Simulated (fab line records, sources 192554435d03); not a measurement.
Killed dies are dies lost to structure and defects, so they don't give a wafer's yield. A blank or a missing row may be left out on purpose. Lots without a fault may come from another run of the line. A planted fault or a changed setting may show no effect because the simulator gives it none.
Which tool did it? | flow n5_finfet | 11 lots, 29 wafers sampled, at 5 steps of a route of 1938

WHAT THE GAUGES READ, wafer by wafer
N5_BEOL_M4_RC_MEAS_101. Usual: CJ_P 5.74, standard deviation 0.16; DIBL_N 36.3 mV/V, standard deviation 1.7; DIBL_P 36.0 mV/V, standard deviation 1.9; IOFF_N 0.156 nA/um, standard deviation 0.028; IOFF_P 0.21 nA/um, standard deviation 0.036; ION_N 675 uA/um, standard deviation 11; ION_P 463 uA/um, standard deviation 7.8; SS_N 71.6 mV/dec, standard deviation 0.59; SS_P 73.2 mV/dec, standard deviation 0.63; VT_N 250 mV, standard deviation 3.1; VT_P -251 mV, standard deviation 3.4.
lot  | measured     | on        | CJ_P           | DIBL_N (mV/V)  | DIBL_P (mV/V)  | IOFF_N (nA/um)    | IOFF_P (nA/um) | ION_N (uA/um) | ION_P (uA/um) | SS_N (mV/dec)  | SS_P (mV/dec)  | VT_N (mV)   | VT_P (mV)      | flag
L532 | day 9 01:55  | prober-02 | 5.32 5.83 5.64 | 34.2 35.6 36.1 | 33.5 35.0 34.7 | 0.128 0.146 0.155 | 0.19 0.22 0.21 | 673 661 667   | 464 457 461   | 71.0 71.8 71.4 | 72.3 72.8 72.6 | 250 252 251 | -252 -249 -248 |
L533 | day 9 12:20  | prober-01 | 5.98 5.60      | 36.3 37.5      | 37.5 37.5      | 0.164 0.196       | 0.21 0.22      | 691 695       | 468 465       | 72.1 72.2      | 73.4 74.0      | 250 247     | -250 -251      |
L534 | day 9 18:32  | prober-01 | 5.67 5.83 5.80 | 37.0 37.8 36.4 | 37.0 38.1 35.9 | 0.159 0.195 0.144 | 0.22 0.26 0.20 | 675 691 662   | 461 475 458   | 71.3 71.4 72.1 | 73.8 73.9 73.5 | 248 245 250 | -247 -244 -249 |
L536 | day 9 17:47  | prober-02 | 5.94 5.81 5.57 | 37.3 36.5 36.4 | 36.2 35.0 34.8 | 0.177 0.164 0.154 | 0.23 0.20 0.20 | 682 685 675   | 471 467 465   | 70.9 71.9 71.1 | 73.5 72.8 73.7 | 246 246 248 | -246 -251 -251 |
L540 | day 11 10:50 | prober-02 | 5.87 5.75      | 36.5 37.8      | 35.3 36.9      | 0.171 0.193       | 0.25 0.27      | 693 691       | 481 480       | 72.3 72.7      | 73.4 74.0      | 246 246     | -245 -246      |
L542 | day 11 13:23 | prober-01 | 5.73 5.50      | 34.1 37.0      | 36.0 38.6      | 0.121 0.166       | 0.21 0.26      | 667 679       | 466 474       | 70.9 72.2      | 73.4 74.2      | 255 252     | -247 -245      |
L543 | day 11 15:56 | prober-01 | 5.59 5.84      | 40.2 36.7      | 41.1 37.4      | 0.209 0.144       | 0.23 0.17      | 693 678       | 466 462       | 72.1 70.8      | 74.6 72.9      | 249 253     | -250 -254      |
L544 | day 11 21:04 | prober-02 | 5.75 5.76 5.91 | 34.7 34.9 35.6 | 35.2 35.9 35.2 | 0.133 0.141 0.151 | 0.18 0.19 0.18 | 671 669 667   | 453 463 458   | 71.5 71.5 71.8 | 73.1 73.3 73.2 | 253 252 254 | -251 -254 -253 |
L546 | day 12 16:44 | prober-02 | 5.77 5.48 5.66 | 34.3 35.0 38.6 | 33.0 33.9 39.0 | 0.118 0.126 0.200 | 0.17 0.17 0.26 | 655 660 683   | 451 457 467   | 70.8 71.0 71.6 | 72.6 72.8 74.1 | 254 254 245 | -255 -253 -248 |
L547 | day 13 11:19 | prober-02 | 6.68 6.52      | 36.6 37.2      | 35.5 36.0      | 0.157 0.168       | 0.22 0.22      | 679 686       | 469 477       | 71.0 72.1      | 72.6 72.5      | 248 246     | -249 -248      | OFF
L549 | day 13 15:26 | prober-01 | 6.53           | 35.5           | 37.0           | 0.155             | 0.19           | 666           | 457           | 71.5           | 73.3           | 254         | -253           | OFF

WHICH TOOL RAN EACH LOT (tool, then ch and the chambers of the sampled wafers, then the start)
lot  | N5_ZERO_LAYER_DESCUM_16           | N5_ZERO_LAYER_STRIP_24              | N5_WELL_APT_IMPLANT_15         | N5_WELL_APT_EPI_41
L532 | rie_diel-04 ch 0,1,3, day 2 18:41 | plasma_asher-02 ch 0,1, day 2 18:53 | implanter-01 ch 0, day 2 20:21 | epi_rpcvd-01 ch 0, day 2 22:46
L533 | rie_diel-06 ch 0,1, day 3 00:52   | plasma_asher-02 ch 0,1, day 3 01:05 | implanter-02 ch 0, day 3 02:14 | epi_rpcvd-03 ch 0, day 3 04:39
L534 | rie_diel-04 ch 1,2, day 3 06:59   | plasma_asher-01 ch 0,1, day 3 07:12 | implanter-01 ch 0, day 3 08:22 | epi_rpcvd-01 ch 0, day 3 10:42
L536 | rie_diel-06 ch 0,2, day 3 18:48   | plasma_asher-02 ch 0,1, day 3 19:01 | implanter-01 ch 0, day 3 20:26 | epi_rpcvd-03 ch 0, day 3 22:33
L540 | rie_diel-03 ch 0,2, day 4 18:41   | plasma_asher-02 ch 0,1, day 4 18:53 | implanter-01 ch 0, day 4 19:55 | epi_rpcvd-03 ch 0, day 4 22:10
L542 | rie_diel-04 ch 0,2, day 5 06:41   | plasma_asher-01 ch 1, day 5 06:55   | implanter-01 ch 0, day 5 08:09 | epi_rpcvd-03 ch 0, day 5 10:08
L543 | rie_diel-04 ch 1,2, day 5 12:42   | plasma_asher-01 ch 0,1, day 5 12:55 | implanter-01 ch 0, day 5 14:14 | epi_rpcvd-02 ch 0, day 5 16:41
L544 | rie_diel-06 ch 1,3, day 5 18:48   | plasma_asher-01 ch 0,1, day 5 19:01 | implanter-02 ch 0, day 5 20:10 | epi_rpcvd-01 ch 0, day 5 22:13
L546 | rie_diel-03 ch 0,1,3, day 6 06:41 | plasma_asher-01 ch 0,1, day 6 06:55 | implanter-02 ch 0, day 6 08:20 | epi_rpcvd-03 ch 0, day 6 10:26
L547 | rie_diel-06 ch 0,1,3, day 6 13:03 | plasma_asher-02 ch 0, day 6 13:16   | implanter-02 ch 0, day 6 14:20 | epi_rpcvd-03 ch 0, day 6 16:30
L549 | rie_diel-03 ch 1,2, day 7 00:49   | plasma_asher-01 ch 0,1, day 7 01:01 | implanter-02 ch 0, day 7 02:10 | epi_rpcvd-02 ch 0, day 7 04:10
- N5_ZERO_LAYER_DESCUM_16: chemistry O2, time 7.9 s.
- N5_ZERO_LAYER_STRIP_24: strips in O2.
- N5_WELL_APT_IMPLANT_15
- N5_WELL_APT_EPI_41: deposits Si from SiH4/H2, target thk 50 nm, time 297.7 s.

WHAT THE TOOLS THEMSELVES READ (means of the sampled wafers that have a number; where no wafer has one, the mark that the record gives instead)
N5_ZERO_LAYER_DESCUM_16. Usual: drypump_motor_current_A 5.7 A, standard deviation 0.61; oes_product_au 0.77 a.u., standard deviation 0.11; rf_vpp_V 243.5 V, standard deviation 1.5; showerhead_plenum_p_Torr 2.12 Torr, standard deviation 0.08; throttle_valve_pct 20.40 %, standard deviation 0.22.
lot  | tool        | drypump_motor_current_A (A) | oes_product_au (a.u.) | rf_vpp_V (V) | showerhead_plenum_p_Torr (Torr) | throttle_valve_pct (%) | flag
L532 | rie_diel-04 | 5.5                         | 0.69                  | 243.9        | 2.16                            | 20.45                  |
L533 | rie_diel-06 | 6.3                         | 0.70                  | 244.2        | 2.17                            | 20.61                  |
L534 | rie_diel-04 | 5.2                         | 0.71                  | 242.5        | 2.03                            | 20.41                  |
L536 | rie_diel-06 | 5.6                         | 0.68                  | 243.1        | 2.10                            | 20.44                  |
L540 | rie_diel-03 | 5.5                         | 0.70                  | 241.9        | 1.98                            | 20.48                  |
L542 | rie_diel-04 | 5.9                         | 0.96                  | 244.2        | 2.19                            | 20.41                  |
L543 | rie_diel-04 | 5.1                         | 0.83                  | 245.6        | 2.20                            | 20.19                  |
L544 | rie_diel-06 | 6.3                         | 0.75                  | 243.5        | 2.12                            | 20.32                  |
L546 | rie_diel-03 | 5.8                         | 0.80                  | 244.2        | 2.13                            | 20.44                  |
L547 | rie_diel-06 | 6.2                         | 0.82                  | 244.0        | 2.14                            | 20.36                  |
L549 | rie_diel-03 | 5.3                         | 0.73                  | 243.8        | 2.12                            | 20.58                  |

N5_ZERO_LAYER_STRIP_24. Usual: drypump_motor_current_A 5.5 A, standard deviation 0.3; heater_power_w 320 W, standard deviation 19; oes_product_au 0.647 a.u., standard deviation 0.0047; strip_time_to_endpoint_s 43.87 s, standard deviation 0.093.
lot  | tool            | drypump_motor_current_A (A) | heater_power_w (W) | oes_product_au (a.u.) | strip_time_to_endpoint_s (s) | flag
L532 | plasma_asher-02 | 5.4                         | 315                | 0.647                 | 43.83                        |
L533 | plasma_asher-02 | 5.5                         | 330                | 0.643                 | 43.89                        |
L534 | plasma_asher-01 | 5.4                         | 314                | 0.643                 | 43.76                        |
L536 | plasma_asher-02 | 5.6                         | 334                | 0.646                 | 43.98                        |
L540 | plasma_asher-02 | 5.5                         | 324                | 0.648                 | 43.91                        |
L542 | plasma_asher-01 | 5.2                         | 317                | 0.643                 | 43.92                        |
L543 | plasma_asher-01 | 5.5                         | 314                | 0.647                 | 43.80                        |
L544 | plasma_asher-01 | 5.4                         | 313                | 0.650                 | 43.97                        |
L546 | plasma_asher-01 | 5.6                         | 316                | 0.649                 | 43.89                        |
L547 | plasma_asher-02 | 5.8                         | 349                | 0.644                 | 43.92                        |
L549 | plasma_asher-01 | 5.4                         | 319                | 0.647                 | 43.71                        |

N5_WELL_APT_IMPLANT_15. Usual: dose_ions_cm2 1.4995e+13, standard deviation 1.8e+10; faraday_current_uA 190, standard deviation 3.9.
lot  | tool         | dose_ions_cm2 | faraday_current_uA | flag
L532 | implanter-01 | 1.5024e+13    | 187                |
L533 | implanter-02 | 1.5000e+13    | 190                |
L534 | implanter-01 | 1.5022e+13    | 191                |
L536 | implanter-01 | 1.4989e+13    | 194                |
L540 | implanter-01 | 1.4967e+13    | 192                |
L542 | implanter-01 | 1.4997e+13    | 190                |
L543 | implanter-01 | 1.4993e+13    | 188                |
L544 | implanter-02 | 1.5005e+13    | 185                |
L546 | implanter-02 | 1.5004e+13    | 193                |
L547 | implanter-02 | 2.0210e+13    | 252                | OFF
L549 | implanter-02 | 2.0228e+13    | 254                | OFF

N5_WELL_APT_EPI_41. Usual: chamber_pressure_Torr 20.00 Torr, standard deviation 0.037; throttle_valve_pct 11.2 %, standard deviation 0.51.
lot  | tool         | chamber_pressure_Torr (Torr) | throttle_valve_pct (%) | flag
L532 | epi_rpcvd-01 | 20.00                        | 11.5                   |
L533 | epi_rpcvd-03 | 20.02                        | 11.4                   |
L534 | epi_rpcvd-01 | 20.03                        | 11.7                   |
L536 | epi_rpcvd-03 | 19.99                        | 11.5                   |
L540 | epi_rpcvd-03 | 19.95                        | 11.4                   |
L542 | epi_rpcvd-03 | 20.00                        | 11.4                   |
L543 | epi_rpcvd-02 | 20.05                        | 10.4                   |
L544 | epi_rpcvd-01 | 20.02                        | 11.5                   |
L546 | epi_rpcvd-03 | 19.97                        | 11.3                   |
L547 | epi_rpcvd-03 | 19.99                        | 11.5                   |
L549 | epi_rpcvd-02 | 20.00                        | 10.3                   |

THE ANSWER, worked out from the rows above alone
Rule: a lot is off if the mean of its wafers that have a number lies more than 3 standard deviations from the usual mean. A lot without any number at a reading at which 4 lots or more have one is off too. The other lots that the step has rows for count as sound. The gauges are gone through in route order, then the tools' own readings, and for those a lot's mean is taken as printed above. The first step at which some lot is off is used, and at that step the reading that is off furthest; a lot without a number counts as furthest.
Off: L547, L549, at N5_BEOL_M4_RC_MEAS_101 (CJ_P).
A tool fits if, at a process step before that reading, it ran every lot that is off, and no sound lot after the first of them. The gauges at N5_BEOL_M4_RC_MEAS_101 aren't tried: what is off there is off at N5_WELL_APT_IMPLANT_15 too, on other tools, and a gauge's error can't cause that. One fits: implanter-02 at N5_WELL_APT_IMPLANT_15. Its last sound lot is L546 (day 6 08:20), its first lot that is off L547 (day 6 14:20): a fault that began between those two fits.
The tool's own readings at N5_WELL_APT_IMPLANT_15 bear it out: on the lots that are off they differ by more than 5 times the standard deviation of the sound lots' means. dose_ions_cm2 reads 2.0219e+13 there against 1.5000e+13 on the sound lots; faraday_current_uA reads 253 there against 190 on the sound lots.

WHAT THE SIMULATOR HAD PUT IN
Process parameter drift: implanter-02, from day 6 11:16 on, at N5_WELL_APT_IMPLANT_15. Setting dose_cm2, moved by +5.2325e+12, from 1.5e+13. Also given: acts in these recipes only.
Lots struck among those shown: L547, L549. The rule above found the same.
